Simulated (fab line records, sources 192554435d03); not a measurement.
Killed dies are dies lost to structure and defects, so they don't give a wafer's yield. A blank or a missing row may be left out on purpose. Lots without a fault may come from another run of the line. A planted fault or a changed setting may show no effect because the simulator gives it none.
Which tool did it? | flow n5_finfet | 11 lots, 33 wafers sampled, at 4 steps of a route of 1938

WHAT THE GAUGES READ, wafer by wafer
N5_BEOL_M15_INSPECT_30: inspects for defects (macro). Usual: raw_defect_count 2.2, standard deviation 1.4.
lot  | measured     | on                | raw_defect_count | flag
L400 | day 11 15:00 | defect_inspect-02 | 1 2 2            |
L403 | day 11 15:49 | defect_inspect-01 | 3 4 3            |
L402 | day 11 19:07 | defect_inspect-01 | 1 3 2            |
L407 | day 13 00:04 | defect_inspect-01 | 2 2 2            |
L409 | day 13 07:13 | defect_inspect-02 | 2 3 2            |
L415 | day 15 10:15 | defect_inspect-01 | 1 0 3            |
L417 | day 15 20:10 | defect_inspect-01 | 1 4 3            |
L420 | day 16 12:39 | defect_inspect-01 | 3 3 2            |
L418 | day 16 13:02 | defect_inspect-02 | 4 2 3            |
L421 | day 16 17:10 | defect_inspect-02 | 1 0 1            |
L422 | day 17 02:06 | defect_inspect-02 | 2 4 2            |

N5_BEOL_M15_INSPECT_55: inspects for defects (darkfield). Usual: raw_defect_count 62, standard deviation 16.
lot  | measured     | on                | raw_defect_count | flag
L400 | day 11 20:40 | defect_inspect-02 | 60 71 69         |
L403 | day 11 20:56 | defect_inspect-02 | 54 78 71         |
L402 | day 11 21:28 | defect_inspect-02 | 60 43 59         |
L407 | day 13 02:32 | defect_inspect-01 | 51 38 57         |
L409 | day 13 11:32 | defect_inspect-02 | 44 51 49         |
L415 | day 15 13:49 | defect_inspect-02 | 62 59 66         |
L417 | day 16 02:13 | defect_inspect-02 | 52 71 44         |
L420 | day 16 16:31 | defect_inspect-02 | 61 58 52         |
L418 | day 16 18:02 | defect_inspect-02 | 56 76 51         |
L421 | day 16 22:17 | defect_inspect-02 | 65 41 60         |
L422 | day 17 06:22 | defect_inspect-02 | 78 74 48         |

WHICH TOOL RAN EACH LOT (tool, then ch and the chambers of the sampled wafers, then the start)
lot  | N5_BEOL_M15_ETCH_61                | N5_BEOL_M15_CMP_49
L400 | rie_diel-04 ch 1,2,3, day 11 15:04 | cmp-01 ch 2,3, day 11 20:15
L403 | rie_diel-04 ch 1,2,3, day 11 16:05 | cmp-04 ch 0,1,2, day 11 20:31
L402 | rie_diel-03 ch 1,2, day 11 19:11   | cmp-04 ch 0,2,3, day 11 21:06
L407 | rie_diel-01 ch 1,3, day 13 00:16   | cmp-03 ch 0,2, day 13 02:04
L409 | rie_diel-01 ch 1,2,3, day 13 07:20 | cmp-04 ch 0,3, day 13 11:08
L415 | rie_diel-04 ch 0,1,2, day 15 10:23 | cmp-01 ch 0,1, day 15 13:22
L417 | rie_diel-04 ch 0,2, day 15 20:18   | cmp-04 ch 2,3, day 16 01:46
L420 | rie_diel-04 ch 0,1,3, day 16 13:19 | cmp-03 ch 0,1,3, day 16 16:09
L418 | rie_diel-01 ch 0,3, day 16 14:02   | cmp-01 ch 0,1,2, day 16 17:40
L421 | rie_diel-01 ch 0,2,3, day 16 17:14 | cmp-04 ch 0,2,3, day 16 21:50
L422 | rie_diel-04 ch 0,1,3, day 17 02:23 | cmp-01 ch 0,2,3, day 17 05:58
- N5_BEOL_M15_ETCH_61: etches BARC in N2/H2, target depth 89 nm, overetch 26.7 nm, time 67.9 s.
- N5_BEOL_M15_CMP_49: polishes, stops on SiO2, t overpolish 4.9 s, target thk 850 nm.

WHAT THE TOOLS THEMSELVES READ (means of the sampled wafers that have a number; where no wafer has one, the mark that the record gives instead)
N5_BEOL_M15_ETCH_61. Usual: drypump_motor_current_A 5.6 A, standard deviation 0.44; oes_product_au 0.70 a.u., standard deviation 0.067; rf_vpp_V 523.0 V, standard deviation 2.7; showerhead_plenum_p_Torr 2.51 Torr, standard deviation 0.097; throttle_valve_pct 17.70 %, standard deviation 0.21.
lot  | tool        | drypump_motor_current_A (A) | oes_product_au (a.u.) | rf_vpp_V (V) | showerhead_plenum_p_Torr (Torr) | throttle_valve_pct (%) | flag
L400 | rie_diel-04 | 5.7                         | 0.65                  | 522.1        | 2.44                            | 17.61                  |
L403 | rie_diel-04 | 5.7                         | 0.64                  | 520.9        | 2.44                            | 17.61                  |
L402 | rie_diel-03 | 5.5                         | 0.76                  | 525.2        | 2.60                            | 17.70                  |
L407 | rie_diel-01 | 5.7                         | 0.67                  | 522.7        | 2.53                            | 17.77                  |
L409 | rie_diel-01 | 5.5                         | 0.66                  | 523.2        | 2.51                            | 17.79                  |
L415 | rie_diel-04 | 5.9                         | 0.69                  | 521.8        | 2.45                            | 17.68                  |
L417 | rie_diel-04 | 5.9                         | 0.73                  | 522.8        | 2.51                            | 17.76                  |
L420 | rie_diel-04 | 5.6                         | 0.72                  | 522.9        | 2.51                            | 17.65                  |
L418 | rie_diel-01 | 5.4                         | 0.65                  | 524.4        | 2.58                            | 17.82                  |
L421 | rie_diel-01 | 5.3                         | 0.66                  | 522.8        | 2.51                            | 17.80                  |
L422 | rie_diel-04 | 5.5                         | 0.72                  | 522.3        | 2.50                            | 17.68                  |

N5_BEOL_M15_CMP_49. Usual: barrier_field_endpoint_s 11.36 s, standard deviation 0.27; head_pressure_psi 1.999 psi, standard deviation 0.0041; motor_current_A 8.0 A, standard deviation 0.7; overpolish_run_s 4.901 s, standard deviation 0.0084; pad_life_wafers 900, standard deviation 650.
lot  | tool   | barrier_field_endpoint_s (s) | head_pressure_psi (psi) | motor_current_A (A) | overpolish_run_s (s) | pad_life_wafers | flag
L400 | cmp-01 | 11.73                        | 1.997                   | 9.0                 | 4.896                | 1729            |
L403 | cmp-04 | 11.52                        | 2.001                   | 7.8                 | 4.898                | 1070            |
L402 | cmp-04 | 11.46                        | 2.000                   | 7.8                 | 4.904                | 1082            |
L407 | cmp-03 | 10.87                        | 2.002                   | 8.4                 | 4.902                | 211             |
L409 | cmp-04 | 14.14                        | 1.650                   | 7.4                 | 4.901                | 1399            | OFF
L415 | cmp-01 | 11.36                        | 2.003                   | 7.2                 | 4.893                | 344             |
L417 | cmp-04 | 11.64                        | 2.005                   | 7.5                 | 4.902                | 1974            |
L420 | cmp-03 | 11.14                        | 2.001                   | 8.4                 | 4.900                | 896             |
L418 | cmp-01 | 11.36                        | 2.000                   | 7.6                 | 4.900                | 560             |
L421 | cmp-04 | 11.39                        | 2.005                   | 7.8                 | 4.901                | 44              |
L422 | cmp-01 | 11.53                        | 2.002                   | 8.1                 | 4.911                | 638             |

THE ANSWER, worked out from the rows above alone
Rule: a lot is off if the mean of its wafers that have a number lies more than 3 standard deviations from the usual mean. A lot without any number at a reading at which 4 lots or more have one is off too. The other lots that the step has rows for count as sound. The gauges are gone through in route order, then the tools' own readings, and for those a lot's mean is taken as printed above. The first step at which some lot is off is used, and at that step the reading that is off furthest; a lot without a number counts as furthest.
Off: L409, at N5_BEOL_M15_CMP_49 (head_pressure_psi).
A tool fits if, at that step or a process step before it, it ran every lot that is off, and no sound lot after the first of them. None of those tried fits.

WHAT THE SIMULATOR HAD PUT IN
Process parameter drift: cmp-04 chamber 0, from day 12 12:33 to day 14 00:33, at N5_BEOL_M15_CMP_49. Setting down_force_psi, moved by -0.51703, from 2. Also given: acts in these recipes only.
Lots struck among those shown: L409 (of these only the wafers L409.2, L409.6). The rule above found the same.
